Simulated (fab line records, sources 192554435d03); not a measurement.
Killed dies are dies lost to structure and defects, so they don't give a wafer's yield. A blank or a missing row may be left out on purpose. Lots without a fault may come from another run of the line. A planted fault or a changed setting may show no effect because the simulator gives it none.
Which tool did it? | flow n5_finfet | 10 lots, 29 wafers sampled, at 4 steps of a route of 1938

WHAT THE GAUGES READ, wafer by wafer
N5_BEOL_M6_CD_MEAS_28: target cd 40 nm.
lot  | measured     | on        | cd_nm (nm)
L902 | day 9 02:34  | cd_sem-01 | 40.02 40.01 39.66
L903 | day 9 05:05  | cd_sem-01 | 39.93 40.19 40.11
L905 | day 9 11:34  | cd_sem-03 | 40.12 40.41 39.97
L907 | day 10 05:17 | cd_sem-01 | 40.28 40.39 40.22
L909 | day 10 05:28 | cd_sem-03 | 40.01 39.75 39.77
L911 | day 11 01:35 | cd_sem-02 | 40.51 40.05 40.34
L912 | day 11 04:33 | cd_sem-01 | 39.93 40.10 40.17
L913 | day 11 22:30 | cd_sem-03 | 40.03 40.11 39.63
L920 | day 13 08:17 | cd_sem-03 | 43.47 40.42
L922 | day 13 16:29 | cd_sem-01 | 43.50 40.06 39.87

WHICH TOOL RAN EACH LOT (tool, then ch and the chambers of the sampled wafers, then the start)
lot  | N5_BEOL_M6_PECVD_70             | N5_BEOL_M6_STRIP_19                | N5_BEOL_M6_EXPOSE_25
L902 | pecvd-04 ch 0,1, day 8 21:06    | rie_diel-04 ch 0,1, day 9 00:20    | euv_scanner-01 ch 0, day 9 02:26
L903 | pecvd-02 ch 0,1,2, day 9 00:57  | rie_diel-04 ch 2,3, day 9 04:43    | euv_scanner-01 ch 0, day 9 04:58
L905 | pecvd-04 ch 1,2, day 9 08:49    | rie_diel-04 ch 0,1,3, day 9 10:50  | euv_scanner-01 ch 0, day 9 11:26
L907 | pecvd-01 ch 1,2, day 10 01:28   | rie_diel-04 ch 0,2, day 10 03:06   | euv_scanner-01 ch 0, day 10 05:09
L909 | pecvd-04 ch 0, day 10 02:32     | rie_diel-01 ch 2,3, day 10 04:29   | euv_scanner-02 ch 0, day 10 05:20
L911 | pecvd-02 ch 0,1,2, day 10 23:23 | rie_diel-04 ch 1,2, day 11 00:46   | euv_scanner-02 ch 0, day 11 01:27
L912 | pecvd-02 ch 0,2, day 11 00:02   | rie_diel-04 ch 1,2,3, day 11 03:11 | euv_scanner-02 ch 0, day 11 04:25
L913 | pecvd-01 ch 0,1,2, day 11 20:34 | rie_diel-01 ch 0,1,2, day 11 21:59 | euv_scanner-01 ch 0, day 11 22:23
L920 | pecvd-02 ch 0,1, day 13 04:07   | rie_diel-01 ch 1, day 13 06:25     | euv_scanner-02 ch 0, day 13 08:10
L922 | pecvd-01 ch 0,1, day 13 12:49   | rie_diel-05 ch 1,2,3, day 13 14:46 | euv_scanner-02 ch 0, day 13 16:21
- N5_BEOL_M6_PECVD_70: deposits SiO2 from TEOS/O2, target thk 20 nm, time 22.7 s.
- N5_BEOL_M6_STRIP_19: strips in O2.
- N5_BEOL_M6_EXPOSE_25: exposes mask V5, target cd 40 nm.

THE ANSWER, worked out from the rows above alone
Rule: what is usual is taken from the lots themselves. Put in order of their means at a reading, lots are off if they are a third of the lots or fewer, leave a main group of 4 or more, and stand apart from it by a gap of 3 or more times the standard deviation of the main group's means; of several such gaps the widest counts. A main group whose means are all the same, to the digits that the tables above print for the reading, isn't used. A lot without any number at a reading at which 4 lots or more have one is off too. The other lots that the step has rows for count as sound.
Off: L920, L922, at N5_BEOL_M6_CD_MEAS_28 (cd_nm). The main group: mean 40.07 nm, standard deviation 0.16.
A tool fits if, at a process step before that reading, it ran every lot that is off, and no sound lot after the first of them. The gauges at N5_BEOL_M6_CD_MEAS_28 are tried like those tools. One fits: euv_scanner-02 at N5_BEOL_M6_EXPOSE_25. Its last sound lot is L912 (day 11 04:25), its first lot that is off L920 (day 13 08:10): a fault that began between those two fits.

WHAT THE SIMULATOR HAD PUT IN
Process parameter drift: euv_scanner-02, from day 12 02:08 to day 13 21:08, at N5_BEOL_M6_EXPOSE_25. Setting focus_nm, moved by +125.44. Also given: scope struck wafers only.
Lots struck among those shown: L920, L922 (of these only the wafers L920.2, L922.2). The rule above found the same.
